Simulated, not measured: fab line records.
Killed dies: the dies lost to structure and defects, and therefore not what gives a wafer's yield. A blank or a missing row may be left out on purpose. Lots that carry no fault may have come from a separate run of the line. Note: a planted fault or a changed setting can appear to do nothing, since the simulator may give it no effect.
fab line records :: flow n5Finfet
[record]
  lots = 3
  wafers = 9
  lastDay = 18
route steps=1938 shown BEOL_M0_SAQP@646 BEOL_M0_CUTY@710 BEOL_M4@1111 PASSIVATION@1936
lots untouched by any fault: they come from a run of this same line in which no faults occurred
startH: the number of hours between the record's first day and the start of the first shown wafer of the lot :: waitH: hours elapsed since this lot's preceding step :: " same as the row above :: L1.1+2: several wafers, shown together as one row :: - value missing, or start not given :: * or withheld: withheld :: < > ~ a bound
route shown NAME@n: NAME is a module with steps in the file, n the number in the route of the first one :: usual: the fault-free wafers' mean and standard deviation :: same: alike in all rows :: chamber/n: place in a boat :: sites: the reading at each site :: _std_site: their standard deviation :: _edge_site: inner sites' mean taken away from outer sites' mean :: radiusMm: how far each site lies from the wafer's centre :: mask NAME#n: copy n :: behind: the most recent tool/chamber to have shaped the wafer :: hold: cause of the lot's hold/its duration in hours/its outcome :: device: whichever transistor did not switch (one of n, p or np) :: end of line: the same wafers' tests at the end of the route :: a step with no rows: only its recipe :: killed: the dies lost at the first sort to structure and to defects; this is not the yield of the wafer :: map: dies across one wafer; x = killed, . = not, _ = none there
set.NAME: the setting the step ran with; set.NAME@STEP: the setting that earlier step ran with :: model.NAME: the simulator's own value behind a step, which no gauge read
a table for each step, a row for each wafer; lots at some steps of the route
services: when a tool's chamber went out of use (startH, in hours from the record's first day, below 0 if earlier), for how many hours, and the reason
[[steps]]
[step N5_BEOL_M0_SAQP_EXPOSE_11]
[recipe]
  maskId = M0_CORE
  na = 1.35
  sourceShape = dipole
  sigmaInner = 0.538
  sigmaOuter = 0.738
  polarization = te
  targetCdNm = 42
  doseMj = 55
[step N5_BEOL_M0_SAQP_PEB_12]
[recipe]
  pebTempC = withheld
  pebTimeS = 60
  resist = CAR-ArF
[step N5_BEOL_M0_SAQP_DEVELOP_13]
[recipe]
  developTimeS = 30
  developer = TMAH
  resist = CAR-ArF
  devTempC = 23
  rinseLiquid = diw
  dry = airSpin
[step N5_BEOL_M0_SAQP_DESCUM_19]
[recipe]
  chemistry = O2
  timeS = 7.9
  sourcePowerW = 50
  biasPowerW = 20
  pressureMtorr = 20
  rfFrequencyHz = 2.712e+07
  tempC = 40
  resist = CAR-ArF
  o2FlowSccm = 225
[step N5_BEOL_M0_SAQP_ETCH_83]
[recipe]
  chemistry = CF4
  target = SiARC
  targetDepthA = 390
  maskMaterial = CAR-ArF
  timeS = 65
  ionEnergyEv = 80
  pressureMtorr = 40
  sourceW = 545
  biasW = 36
  Ar_flow_sccm = 100
  cf4FlowSccm = 100
  ends = cleared
[step N5_BEOL_M0_SAQP_ETCH_84]
[recipe]
  chemistry = N2/H2
  target = SOC
  targetDepthA = 1000
  overetchA = 200
  maskMaterial = SiARC
  tempC = 40
  timeS = 150
  ionEnergyEv = 200
  pressureMtorr = 30
  sourceW = 840
  biasW = 150
  n2FlowSccm = 200
  h2FlowSccm = 200
[step N5_BEOL_M0_SAQP_STRIP_80]
[recipe]
  chemistry = N2/H2
  tempC = 40
  n2FlowSccm = 200
  h2FlowSccm = 200
  rfFrequencyHz = 6e+07
[step N5_BEOL_M0_SAQP_HM_OPEN_112]
[recipe]
  chemistry = CHF3/O2
  target = SiO2
  stopOn = a-Si
  targetDepthA = 120
  overEtchFrac = 1.25
  maskMaterial = SOC
  timeS = 13.5
  pressureMtorr = 30
  sourceW = 650
  biasW = 170
  Ar_flow_sccm = 200
  CHF3_flow_sccm = 50
  O2_flow_sccm = 5
  ionEnergyEv = 200
  ends = endPoint
[step N5_BEOL_M0_SAQP_STRIP_113]
[recipe]
  chemistry = CHF3/O2
  resist = SiARC
  rfFrequencyHz = 6e+07
[step N5_BEOL_M0_SAQP_MANDREL_ETCH_20]
[recipe]
  targetDepthA = 600
  chemistry = HBr/Cl2
  target = a-Si
  stopOn = SiNx
  btTimeS = 10
  maskMaterial = SOC
  overEtchFrac = 0.5
  timeS = 30
  pressureMtorr = 10
  icpW = 800
  biasW = 75
  HBr_flow_sccm = 150
  Cl2_flow_sccm = 80
  ends = endPoint
[usual]
  biasW = 75.04/0.24
  drypumpMotorCurrentA = 5.5/0.5
  oesProductAu = 0.775/0.013
  throttleValvePct = 35.48/0.28
lot.wafer: L105.2
tool: rieSi-06
chamber: 2
startH: 180.06
waitH: 0.0
biasW: 74.88
drypumpMotorCurrentA: 5.7
oesProductAu: 0.764
rfHoursCounterH: 5
throttleValvePct: 35.08

lot.wafer: L105.3
tool: rieSi-06
chamber: 0
startH: 180.06
waitH: 0.0
biasW: 75.18
drypumpMotorCurrentA: 5.0
oesProductAu: 0.786
rfHoursCounterH: 21
throttleValvePct: 35.44

lot.wafer: L105.5
tool: rieSi-06
chamber: 0
startH: 180.06
waitH: 0.0
biasW: 75.08
drypumpMotorCurrentA: 5.0
oesProductAu: 0.787
rfHoursCounterH: -
throttleValvePct: 35.44

lot.wafer: L108.2
tool: rieSi-06
chamber: 3
startH: 223.48
waitH: 0.0
biasW: 74.84
drypumpMotorCurrentA: 5.5
oesProductAu: 0.784
rfHoursCounterH: 15
throttleValvePct: 35.67

lot.wafer: L108.3
tool: rieSi-06
chamber: 0
startH: 223.48
waitH: 0.0
biasW: 75.38
drypumpMotorCurrentA: 5.0
oesProductAu: 0.782
rfHoursCounterH: 21
throttleValvePct: 35.43

lot.wafer: L108.5
tool: rieSi-06
chamber: 0
startH: 223.48
waitH: 0.0
biasW: 75.58
drypumpMotorCurrentA: 5.0
oesProductAu: 0.793
rfHoursCounterH: -
throttleValvePct: 35.42

lot.wafer: L111.1
tool: rieSi-03
chamber: 0
startH: 253.93
waitH: 0.0
biasW: 75.15
drypumpMotorCurrentA: 5.1
oesProductAu: 0.779
rfHoursCounterH: 109
throttleValvePct: 35.48

lot.wafer: L111.3
tool: rieSi-03
chamber: 2
startH: 253.93
waitH: 0.0
biasW: 74.94
drypumpMotorCurrentA: 6.7
oesProductAu: 0.724
rfHoursCounterH: 0
throttleValvePct: 35.08

lot.wafer: L111.6
tool: rieSi-03
chamber: 0
startH: 253.93
waitH: 0.0
biasW: 75.06
drypumpMotorCurrentA: 5.1
oesProductAu: 0.778
rfHoursCounterH: -
throttleValvePct: 35.47
[step N5_BEOL_M0_SAQP_STRIP_86]
[recipe]
  chemistry = N2/H2
  powerW = 500
  tempC = 40
  pressureMtorr = 50
  rfFrequencyHz = 6e+07
  overashFraction = 0.3
  biasPowerW = 28
  h2Frac = 0.5
  n2FlowSccm = 300
  h2FlowSccm = 300
[step N5_BEOL_M0_SAQP_STRIP_115]
[recipe]
  chemistry = postEtchResidueRemover
  timeS = 60
  tempC = 25
  removerPh = withheld
  removerWaterWtPct = withheld
  removerFluorideWtPct = withheld
[step N5_BEOL_M0_SAQP_SRD_93]
[recipe]
  dry = ipaMarangoni
  timeS = 30
  tempC = 23
  rinseLiquid = diw
[step N5_BEOL_M0_SAQP_RECESS_114]
[recipe]
  chemistry = HF/NH3
  target = SiO2
  targetDepthA = 144
  afsCycles = 3
  tempC = 30
  sublimationTempC = 180
  sublimationTimeS = 60
[step N5_BEOL_M0_SAQP_SPACER1_ALD_98]
[recipe]
  material = SiO2
  targetThkA = 128
  tempC = 300
  aldPrecursorFamily = BDEAS
  aldCoReactant = O2-plasma
  pulseTimeS = 1
  purgeTimeS = 2
  coReactantPurgeTimeS = 2
  aldCycles = 138
  pressureTorr = 2
[step N5_BEOL_M0_SAQP_SPACER1_ETCHBACK_99]
[recipe]
  chemistry = CHF3/O2
  mode = anisotropicEtchback
  target = SiO2
  targetDepthA = 154
  timeS = 7.7
  pressureMtorr = 30
  sourceW = 650
  biasW = 170
  Ar_flow_sccm = 200
  CHF3_flow_sccm = 50
  O2_flow_sccm = 5
  ionEnergyEv = 200
[step N5_BEOL_M0_SAQP_MANDREL1_REMOVE_100]
[recipe]
  chemistry = HBr/Cl2/O2
  btTimeS = 10
  target = a-Si
  stopOn = SiNx
  endpoint = OES-SiCl
  overEtchFrac = 0.85
  icpW = 600
  biasW = 30
  HBr_flow_sccm = 150
  Cl2_flow_sccm = 80
  O2_flow_sccm = 5
  pressureMtorr = 10
[step N5_BEOL_M0_SAQP_ETCH_101]
[recipe]
  chemistry = CH3F/O2
  target = SiNx
  maskMaterial = SiO2
  targetDepthA = 299
  timeS = 42.7
  pressureMtorr = 30
  sourceW = 395
  biasW = 73
  Ar_flow_sccm = 150
  CH3F_flow_sccm = 30
  O2_flow_sccm = 20
  ionEnergyEv = 120
[step N5_BEOL_M0_SAQP_ETCH_102]
[recipe]
  chemistry = CF4
  target = SiO2
  targetDepthA = 40
  ionEnergyEv = 350
  timeS = 4.4
  pressureMtorr = 10
  icpW = 800
  biasW = 400
  cf4FlowSccm = 80
[step N5_BEOL_M0_SAQP_MANDREL_ETCH_103]
[recipe]
  chemistry = HBr/Cl2
  target = a-Si
  targetDepthA = 450
  btTimeS = 10
  stopOn = SiCN
  maskMaterial = SiO2
  overEtchFrac = 0.8
  timeS = 27
  pressureMtorr = 10
  icpW = 800
  biasW = 75
  HBr_flow_sccm = 150
  Cl2_flow_sccm = 80
  ends = endPoint
[step N5_BEOL_M0_SAQP_RECESS_104]
[recipe]
  chemistry = HF/NH3
  target = SiO2
  targetDepthA = 180
  afsCycles = 3
  tempC = 30
  sublimationTempC = 180
  sublimationTimeS = 60
[step N5_BEOL_M0_SAQP_COAT_105]
[recipe]
  resist = SOC
  tempC = 250
  timeS = 60
  spinRpm = 1500
  resistThkNm = 100
[step N5_BEOL_M0_SAQP_ETCH_106]
[recipe]
  chemistry = N2/H2
  target = SOC
  targetDepthA = 1500
  stopOn = SiNx
  ionEnergyEv = 100
  biasW = 61
  pressureMtorr = 30
  sourceW = 850
  n2FlowSccm = 200
  h2FlowSccm = 200
[step N5_BEOL_M0_SAQP_ETCH_107]
[recipe]
  chemistry = CH3F/O2
  target = SiNx
  targetDepthA = 300
  maskMaterial = SOC
  pressureMtorr = 30
  sourceW = 395
  biasW = 73
  Ar_flow_sccm = 150
  CH3F_flow_sccm = 30
  O2_flow_sccm = 20
  ionEnergyEv = 120
[step N5_BEOL_M0_SAQP_STRIP_108]
[recipe]
  chemistry = N2/H2
  powerW = 500
  tempC = 40
  pressureMtorr = 50
  rfFrequencyHz = 6e+07
  overashFraction = 0.3
  biasPowerW = 28
  h2Frac = 0.5
  n2FlowSccm = 300
  h2FlowSccm = 300
[step N5_BEOL_M0_SAQP_RECESS_109]
[recipe]
  chemistry = HF/NH3
  target = SiO2
  targetDepthA = 30
  afsCycles = 1
  tempC = 30
  sublimationTempC = 180
  sublimationTimeS = 60
[step N5_BEOL_M0_SAQP_SPACER2_ALD_26]
[recipe]
  material = SiO2
  targetThkA = 150
  tempC = 300
  aldPrecursorFamily = BDEAS
  aldCoReactant = O2-plasma
  pulseTimeS = 1
  purgeTimeS = 2
  coReactantPurgeTimeS = 2
  pressureTorr = 2
[step N5_BEOL_M0_SAQP_SPACER2_ETCHBACK_27]
[recipe]
  chemistry = CHF3/O2
  mode = anisotropicEtchback
  target = SiO2
  targetDepthA = 225
  timeS = 11.25
  pressureMtorr = 30
  sourceW = 650
  biasW = 170
  Ar_flow_sccm = 200
  CHF3_flow_sccm = 50
  O2_flow_sccm = 5
  ionEnergyEv = 200
[step N5_BEOL_M0_SAQP_MANDREL2_REMOVE_110]
[recipe]
  chemistry = HBr/Cl2/O2
  btTimeS = 10
  target = a-Si
  stopOn = SiCN
  endpoint = OES-SiCl
  overEtchFrac = 1
  icpW = 600
  biasW = 30
  HBr_flow_sccm = 150
  Cl2_flow_sccm = 80
  O2_flow_sccm = 5
  pressureMtorr = 10
[step N5_BEOL_M0_SAQP_COAT_69]
[recipe]
  resist = SOC
  tempC = 250
  timeS = 60
  spinRpm = 1500
  resistThkNm = 90
[step N5_BEOL_M0_SAQP_COAT_72]
[recipe]
  resist = SiARC
  tempC = 220
  timeS = 60
  spinRpm = 1500
  resistThkNm = 15
[step N5_BEOL_M0_SAQP_COAT_87]
[recipe]
  resist = underlayer
  tempC = 205
  timeS = 60
  spinRpm = 1500
  resistThkNm = 5
[step N5_BEOL_M0_SAQP_COAT_34]
[recipe]
  resist = CAR-EUV
  spinRpm = 1500
  resistThkNm = 30
[step N5_BEOL_M0_SAQP_EBR_36]
[recipe]
  solvent = PGMEA
  ebrWidthMm = 1.5
[step N5_BEOL_M0_SAQP_SOFTBAKE_35]
[recipe]
  tempC = 110
  timeS = 60
  resist = CAR-EUV
[step N5_BEOL_M0_SAQP_EXPOSE_37]
[recipe]
  maskId = M0_CUT1
  na = 0.33
  sourceShape = annular
  sigmaInner = 0.35
  sigmaOuter = 0.8
  polarization = unpolarized
  targetCdNm = 30
  doseMj = 44.75
[step N5_BEOL_M0_SAQP_PEB_38]
[recipe]
  pebTempC = 100
  pebTimeS = 60
  resist = CAR-EUV
[step N5_BEOL_M0_SAQP_INSPECT_42]
[recipe]
  mode = adi
  inspectInstrument = brightfield
[usual]
  rawDefectCount = 286/82
lot.wafer: L105.2
tool: defectInspect-01
chamber: -
startH: 211.68
waitH: 0.0
rawDefectCount: 244

lot.wafer: L105.3
tool: defectInspect-01
chamber: -
startH: 211.68
waitH: 0.0
rawDefectCount: 179

lot.wafer: L105.5
tool: defectInspect-01
chamber: -
startH: 211.68
waitH: 0.0
rawDefectCount: 183

lot.wafer: L108.2
tool: defectInspect-01
chamber: -
startH: 230.44
waitH: 0.0
rawDefectCount: 226

lot.wafer: L108.3
tool: defectInspect-01
chamber: -
startH: 230.44
waitH: 0.0
rawDefectCount: 510

lot.wafer: L108.5
tool: defectInspect-01
chamber: -
startH: 230.44
waitH: 0.0
rawDefectCount: 566

lot.wafer: L111.1
tool: defectInspect-01
chamber: -
startH: 261.08
waitH: 0.1
rawDefectCount: 529

lot.wafer: L111.3
tool: defectInspect-01
chamber: -
startH: 261.08
waitH: 0.1
rawDefectCount: 396

lot.wafer: L111.6
tool: defectInspect-01
chamber: -
startH: 261.08
waitH: 0.1
rawDefectCount: 396
[step N5_BEOL_M0_CUTY_INSPECT_59]
[recipe]
  mode = adi
  inspectInstrument = macro
[usual]
  rawDefectCount = 2.1/1.5
lot.wafer: L105.2
tool: defectInspect-01
chamber: -
startH: 213.39
waitH: 0.0
rawDefectCount: 0

lot.wafer: L105.3
tool: defectInspect-01
chamber: -
startH: 213.39
waitH: 0.0
rawDefectCount: 1

lot.wafer: L105.5
tool: defectInspect-01
chamber: -
startH: 213.39
waitH: 0.0
rawDefectCount: 3

lot.wafer: L108.2
tool: defectInspect-02
chamber: -
startH: 232.44
waitH: 0.0
rawDefectCount: 3

lot.wafer: L108.3
tool: defectInspect-02
chamber: -
startH: 232.44
waitH: 0.0
rawDefectCount: 271

lot.wafer: L108.5
tool: defectInspect-02
chamber: -
startH: 232.44
waitH: 0.0
rawDefectCount: 240

lot.wafer: L111.1
tool: defectInspect-01
chamber: -
startH: 263.26
waitH: 0.0
rawDefectCount: 2

lot.wafer: L111.3
tool: defectInspect-01
chamber: -
startH: 263.26
waitH: 0.0
rawDefectCount: 2

lot.wafer: L111.6
tool: defectInspect-01
chamber: -
startH: 263.26
waitH: 0.0
rawDefectCount: 1
[step N5_BEOL_M4_RC_MEAS_101]
[usual]
  DIBL_N = 36.5/1.2
  DIBL_P = 36.5/1.6
  IOFF_N = 0.162/0.023
  IOFF_P = 0.221/0.03
  ION_N = 678/8
  ION_P = 466/6.3
  SS_N = 71.6/0.46
  SS_P = 73.3/0.57
  VT_N = 249.2/2.6
  VT_P = -249/3.3
lot.wafer: L105.2
tool: prober-02
chamber: 0
startH: 265.45
waitH: 0.2
DIBL_N[mV/V]: 35.8
DIBL_P[mV/V]: 33.9
IOFF_N[nA/um]: 0.134
IOFF_P[nA/um]: 0.179
ION_N[uA/um]: 674
ION_P[uA/um]: 459
SS_N[mV/dec]: 70.8
SS_P[mV/dec]: 72.8
VT_N[mV]: 249.3
VT_P[mV]: -253

lot.wafer: L105.3
tool: prober-02
chamber: 0
startH: 265.45
waitH: 0.2
DIBL_N[mV/V]: 37.2
DIBL_P[mV/V]: 36.5
IOFF_N[nA/um]: 0.172
IOFF_P[nA/um]: 0.213
ION_N[uA/um]: 681
ION_P[uA/um]: 462
SS_N[mV/dec]: 72.0
SS_P[mV/dec]: 73.1
VT_N[mV]: 245.3
VT_P[mV]: -249

lot.wafer: L105.5
tool: prober-02
chamber: 0
startH: 265.45
waitH: 0.2
DIBL_N[mV/V]: 37.3
DIBL_P[mV/V]: 36.1
IOFF_N[nA/um]: 0.162
IOFF_P[nA/um]: 0.206
ION_N[uA/um]: 673
ION_P[uA/um]: 461
SS_N[mV/dec]: 71.6
SS_P[mV/dec]: 72.7
VT_N[mV]: 249.4
VT_P[mV]: -252

lot.wafer: L108.2
tool: prober-02
chamber: 0
startH: 290.19
waitH: 0.2
DIBL_N[mV/V]: 35.9
DIBL_P[mV/V]: 34.8
IOFF_N[nA/um]: 0.150
IOFF_P[nA/um]: 0.224
ION_N[uA/um]: 678
ION_P[uA/um]: 462
SS_N[mV/dec]: 71.0
SS_P[mV/dec]: 73.1
VT_N[mV]: 249.4
VT_P[mV]: -245

lot.wafer: L108.3
tool: prober-02
chamber: 0
startH: 290.19
waitH: 0.2
DIBL_N[mV/V]: 37.8
DIBL_P[mV/V]: 37.7
IOFF_N[nA/um]: 0.188
IOFF_P[nA/um]: 0.274
ION_N[uA/um]: 684
ION_P[uA/um]: 474
SS_N[mV/dec]: 72.2
SS_P[mV/dec]: 73.4
VT_N[mV]: 244.4
VT_P[mV]: -243

lot.wafer: L108.5
tool: prober-02
chamber: 0
startH: 290.19
waitH: 0.2
DIBL_N[mV/V]: 37.1
DIBL_P[mV/V]: 36.9
IOFF_N[nA/um]: 0.181
IOFF_P[nA/um]: 0.263
ION_N[uA/um]: 682
ION_P[uA/um]: 472
SS_N[mV/dec]: 72.4
SS_P[mV/dec]: 73.9
VT_N[mV]: 244.9
VT_P[mV]: -245

lot.wafer: L111.1
tool: prober-02
chamber: 0
startH: 312.30
waitH: 0.0
DIBL_N[mV/V]: 36.4
DIBL_P[mV/V]: 36.1
IOFF_N[nA/um]: 0.158
IOFF_P[nA/um]: 0.201
ION_N[uA/um]: 679
ION_P[uA/um]: 463
SS_N[mV/dec]: 71.0
SS_P[mV/dec]: 72.4
VT_N[mV]: 250.3
VT_P[mV]: -251

lot.wafer: L111.3
tool: prober-02
chamber: 0
startH: 312.30
waitH: 0.0
DIBL_N[mV/V]: 36.2
DIBL_P[mV/V]: 35.2
IOFF_N[nA/um]: 0.147
IOFF_P[nA/um]: 0.186
ION_N[uA/um]: 672
ION_P[uA/um]: 454
SS_N[mV/dec]: 71.3
SS_P[mV/dec]: 73.0
VT_N[mV]: 252.0
VT_P[mV]: -253

lot.wafer: L111.6
tool: prober-02
chamber: 0
startH: 312.30
waitH: 0.0
DIBL_N[mV/V]: 36.1
DIBL_P[mV/V]: 35.6
IOFF_N[nA/um]: 0.155
IOFF_P[nA/um]: 0.191
ION_N[uA/um]: 670
ION_P[uA/um]: 461
SS_N[mV/dec]: 71.5
SS_P[mV/dec]: 72.4
VT_N[mV]: 247.4
VT_P[mV]: -252
[step N5_PASSIVATION_PROBE_49]
[usual]
  defectLimitedYield = 91.2/1.3
  killed_at_M0_to_M3 = 34/9.2
  killed_at_M4_up = 14/5
  killedAtContacts = 13/6.7
  killedAtFrontEnd = 39/12
  killedAtOther = 4/3.3
  killedDies = 104/15
  killedOpen = 68/12
  killedShort = 34/7.5
  sort_bin_5_function = 5.2/0.87
  sort_bin_6_memory = 3.3/0.63
  sortNPass = 1076/15
  sortYieldPct = 91.2/1.3
[same]
  grossDies = 1180
  killedAtBackSide = 0
  sort_bin_4_leakage[%] = 0
  sort_bin_8_speed[%] = 0
lot.wafer: L108.3
tool: prober-02
chamber: -
startH: 392.60
waitH: 0.1
defectLimitedYield[%]: 83.8
killed_at_M0_to_M3: 126
killed_at_M4_up: 13
killedAtContacts: 10
killedAtFrontEnd: 39
killedAtOther: 3
killedDies: 191
killedOpen: 71
killedShort: 32
sort_bin_5_function[%]: 10.8
sort_bin_6_memory[%]: 4.2
sortNPass: 989
sortYieldPct[%]: 83.8

lot.wafer: L108.5
tool: prober-02
chamber: -
startH: 392.70
waitH: 0.2
defectLimitedYield[%]: 83.0
killed_at_M0_to_M3: 126
killed_at_M4_up: 19
killedAtContacts: 5
killedAtFrontEnd: 49
killedAtOther: 2
killedDies: 201
killedOpen: 86
killedShort: 26
sort_bin_5_function[%]: 10.9
sort_bin_6_memory[%]: 4.9
sortNPass: 979
sortYieldPct[%]: 83.0
// killed by level:class
L108.3 BEOL_M0_SAQP:unspecified=88 FIN_SAQP:geometricParticle:open=9 STI_FIN_REVEAL:geometricParticle:open=9 BEOL_M0_SAQP:geometricParticle:short=9 MOL_CONTACT_COAG:geometricParticle:open=9 BEOL_M0_SAQP:geometricParticle:open=9 BEOL_M1:geometricParticle:open=8 BEOL_M4:geometricParticle:open=5
L108.5 BEOL_M0_SAQP:unspecified=89 FIN_SAQP:geometricParticle:open=19 BEOL_M3:geometricParticle:open=14 BEOL_M5:geometricParticle:open=11 BEOL_M0_SAQP:geometricParticle:open=8 DUMMY_GATE:geometricParticle:open=6 STARTING-WAFER:geometricParticle:short=6 STI_FIN_REVEAL:geometricParticle:open=5
// map L108.5 (x killed, . not)
_________________...........x________________
______________.x..x..x..x.x....._____________
___________.....x.......x..........__________
__________........x..........x......_________
________...........x......x..........._______
_______...............x.x......x.......______
______...........x..x......x.......x...._____
_____x........x....x.......x...x.....x...____
____..................x...................___
___......x......x.................x.....x..__
___..........x......x............x.....x...__
__...x........x.....................x....x.._
__...x.....x..........x.....x.........x....._
_...............x....x......x................
_..............xx...........................x
_...x...xx......x........x......x.x......x...
_.....x........x.x....................x......
_x.....x..x..x......................xx.......
_......xxx......x....x.x...............x.....
_............x............xxx..x.......x.....
_....................x..xxxxx.x..............
__x...................xxxxxxxx.........x...._
__.xx..............x.xxxxxxx.x..x...x......._
___....x...x.....x..xxxxxxxxx.x......x.....__
___.....x...........xxxxxxxxxxxx...........__
____x....x......x....xxxxxxxxxxxx........x___
_____...x.............xxxxxxxxxx.x...x...____
______........x.......xxxxxxxxxxx.....x._____
_______...........x...x.xxx.x.x.....x..______
________.................xx.x........._______
__________...x.........xxxx.......x._________
___________..........x.........x...__________
______________..........x......._____________
_________________....x.....x.________________
// map L105.5 (x killed, . not)
_________________............________________
______________..x.x.x..x........_____________
___________.........x..........x..x__________
__________.........................x_________
________...x.........x.x.....x........_______
_______.............................x..______
______..x..x...x.....xx.............x..._____
_____..x....xx.................x.........____
____..x..........x.....x.x....x...........___
___.....x................x................x__
___.....x..x.....x........xx..x..x.........__
__...................xx...................x._
__..........................x..............._
_.......x.....................x..........x..x
_..x.....x................x.............x....
_..........x.................x...x...........
_....x.....x..x.xx................x..........
_..................................x.........
_..x........x.......................x......xx
_.x............x..................xx.........
_..x.....x....x.....x.......................x
__..x.........x.............x..............._
__...........x......x........x...x.........._
___................xx......................__
___......................x...x.............__
____.............x.........x.x............___
_____....x....xx.................x.....x.____
______..x.x........xx.xx............x..._____
_______..............x..............x..______
________.....x....................x..._______
__________.........................x_________
___________......................x.__________
______________....x............._____________
_________________........x..x________________
[[services]]
tool: rieSi-06
chamber: 2
startH: 177.57
hours: 1.4
kind: repair

tool: rieSi-03
chamber: 2
startH: 198.78
hours: -
kind: clean

tool: rieSi-03
chamber: 2
startH: 198.78
hours: 14.2
kind: scheduledDown

tool: rieSi-03
chamber: 2
startH: 198.78
hours: 14.2
kind: ventCycle

tool: rieSi-06
chamber: 1
startH: 212.97
hours: -
kind: clean

tool: rieSi-06
chamber: 1
startH: 212.97
hours: 16.3
kind: scheduledDown

tool: rieSi-06
chamber: 1
startH: 212.97
hours: 16.3
kind: ventCycle

tool: rieSi-03
chamber: 2
startH: 217.56
hours: 15.9
kind: repair
[[key]]
[firstSign]
  step = N5_BEOL_M0_SAQP_INSPECT_42
  reading = rawDefectCount
  direction = up
  sigmas = 3.1
  usual = 286
  struck = 538
[effect]
  step = N5_BEOL_M0_CUTY_INSPECT_59
  reading = rawDefectCount
  direction = up
  sigmas = 99+
  usual = 2.1
  struck = 255.5
[effect]
  step = N5_PASSIVATION_PROBE_49
  reading = killed_at_M0_to_M3
  direction = up
  sigmas = 10
  usual = 34
  struck = 126
[moreKillsBornAt]
  N5_BEOL_M0_SAQP_MANDREL_ETCH_20@rieSi-06 = 177
metAt N5_BEOL_M0_SAQP_MANDREL_ETCH_20
struckWafers L108.3,L108.5
onsetBetween 180.06 223.48
[fault]
  kind = chamberParticleSource
  tool = rieSi-06
  chamber = 0
  onsetH = 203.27
  steps = N5_BEOL_M0_SAQP_MANDREL_ETCH_20
  ratePerVisitCm2 = 0.37556
